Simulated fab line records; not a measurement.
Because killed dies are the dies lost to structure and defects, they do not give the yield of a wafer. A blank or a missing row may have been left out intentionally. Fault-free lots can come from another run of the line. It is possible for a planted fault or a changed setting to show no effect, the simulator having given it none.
Which tool did it? | flow n5 finfet | Sampling: 10 lots, 30 wafers, 3 of 1938 route steps

== WHAT THE GAUGES READ, wafer by wafer ==
N5_BEOL_M11_OVL_MEAS_29. Usual: V10_OVL typically reads -0.1 nm, with standard deviation 0.63.
lot  | measured     | on         | V10_OVL (nm)   | flag
L812 | day 10 10:51 | overlay-02 | 0.1 0.0 0.2    |
L814 | day 10 22:46 | overlay-01 | 0.3 -1.4 0.3   |
L817 | day 11 16:08 | overlay-02 | 0.3 0.8 -0.2   |
L816 | day 11 16:36 | overlay-01 | -0.6 -0.3 -1.3 |
L820 | day 12 21:46 | overlay-01 | -1.0 -1.3 -0.2 |
L826 | day 14 03:34 | overlay-01 | 6.2 5.6 6.6    | OFF
L827 | day 14 10:20 | overlay-01 | 6.5 5.2 6.2    | OFF
L832 | day 15 19:10 | overlay-02 | -0.1 1.1 0.0   |
L830 | day 15 23:51 | overlay-01 | 0.4 0.9 0.1    |
L831 | day 15 23:41 | overlay-02 | -0.1 0.0 0.4   |

== EACH LOT AND THE TOOL THAT RAN IT (in order: tool; ch and the chambers of the sampled wafers; start) ==
lot  | N5_BEOL_M11_PECVD_70            | N5_BEOL_M11_EXPOSE_25
L812 | pecvd-04 ch 0,2, day 10 07:35   | arfi scanner-03 ch 0, day 10 10:41
L814 | pecvd-02 ch 0,1,2, day 10 20:07 | arfi scanner-03 ch 0, day 10 22:35
L817 | pecvd-03 ch 0,1, day 11 14:12   | arfi scanner-02 ch 0, day 11 15:58
L816 | pecvd-02 ch 0,1, day 11 15:02   | arfi scanner-03 ch 0, day 11 16:26
L820 | pecvd-04 ch 0,1, day 12 15:53   | arfi scanner-03 ch 0, day 12 21:37
L826 | pecvd-03 ch 0,1,2, day 14 01:28 | arfi scanner-03 ch 0, day 14 03:24
L827 | pecvd-04 ch 1,2, day 14 04:36   | arfi scanner-03 ch 0, day 14 10:11
L832 | pecvd-04 ch 0,2, day 15 13:50   | arfi scanner-01 ch 0, day 15 19:00
L830 | pecvd-02 ch 0,1, day 15 18:14   | arfi scanner-01 ch 0, day 15 23:42
L831 | pecvd-04 ch 0,1,2, day 15 19:02 | arfi scanner-02 ch 0, day 15 23:31
- N5_BEOL_M11_PECVD_70: deposits SiO2 from TEOS/O2, target thk 20 nm, time 22.7 s.
- N5_BEOL_M11_EXPOSE_25: exposes mask V10.

== WHAT THE TOOLS THEMSELVES READ (means of the sampled wafers that have a number; where no wafer has one, the mark that the record gives instead) ==
N5_BEOL_M11_PECVD_70. Usual: heater power w 668 W, standard deviation 57; showerhead plenum p Torr 8.77 Torr, standard deviation 0.057; throttle valve pct 22.6 %, standard deviation 1.6.
lot  | tool     | heater power w (W) | showerhead plenum p Torr (Torr) | throttle valve pct (%) | flag
L812 | pecvd-04 | 654                | 8.81                            | 21.6                   |
L814 | pecvd-02 | 678                | 8.73                            | 23.7                   |
L817 | pecvd-03 | 648                | 8.81                            | 21.6                   |
L816 | pecvd-02 | 580                | 8.74                            | 24.3                   |
L820 | pecvd-04 | 671                | 8.81                            | 23.9                   |
L826 | pecvd-03 | 701                | 8.75                            | 21.1                   |
L827 | pecvd-04 | 718                | 8.77                            | 23.1                   |
L832 | pecvd-04 | 675                | 8.79                            | 21.9                   |
L830 | pecvd-02 | 653                | 8.73                            | 24.1                   |
L831 | pecvd-04 | 697                | 8.79                            | 22.8                   |

N5_BEOL_M11_EXPOSE_25. Usual: exposure dose mJ cm2 at 85.43, with a standard deviation of 0.093.
lot  | tool            | exposure dose mJ cm2 | flag
L812 | arfi scanner-03 | 85.42                |
L814 | arfi scanner-03 | 85.42                |
L817 | arfi scanner-02 | 85.46                |
L816 | arfi scanner-03 | 85.43                |
L820 | arfi scanner-03 | 85.31                |
L826 | arfi scanner-03 | 85.32                |
L827 | arfi scanner-03 | 85.38                |
L832 | arfi scanner-01 | 85.43                |
L830 | arfi scanner-01 | 85.44                |
L831 | arfi scanner-02 | 85.44                |

== THE ANSWER, worked out from the rows above alone ==
Rule: a lot counts as off when the mean over its wafers that have a number is more than 3 standard deviations away from the usual mean. Also off: a lot with no number at a reading for which 4 or more lots have one. All remaining lots with rows at the step are treated as sound. The gauges are gone through in route order, then the tools' own readings, and for those a lot's mean is taken as printed above. At the first step where some lot is off, the reading lying furthest off is the one used; lots without a number count as furthest.
Off: at N5_BEOL_M11_OVL_MEAS_29 (V10_OVL), L826, L827.
If a tool, at a process step before that reading, ran all the lots that are off and no sound lot after the first of them, it fits. Gauges at N5_BEOL_M11_OVL_MEAS_29: tried the same way as those tools. One candidate fits, namely arfi scanner-03 at N5_BEOL_M11_EXPOSE_25. A fault onset in the window from L820 (day 12 21:37, its last sound lot) to L826 (day 14 03:24, its first lot off) fits.

== WHAT HAD BEEN PUT IN BY THE SIMULATOR ==
Scanner matching overlay: arfi scanner-03, from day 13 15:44 on, at N5_BEOL_M11_EXPOSE_25. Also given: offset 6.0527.
Shown lots that were struck: L826, L827. This agrees with what the rule above found.
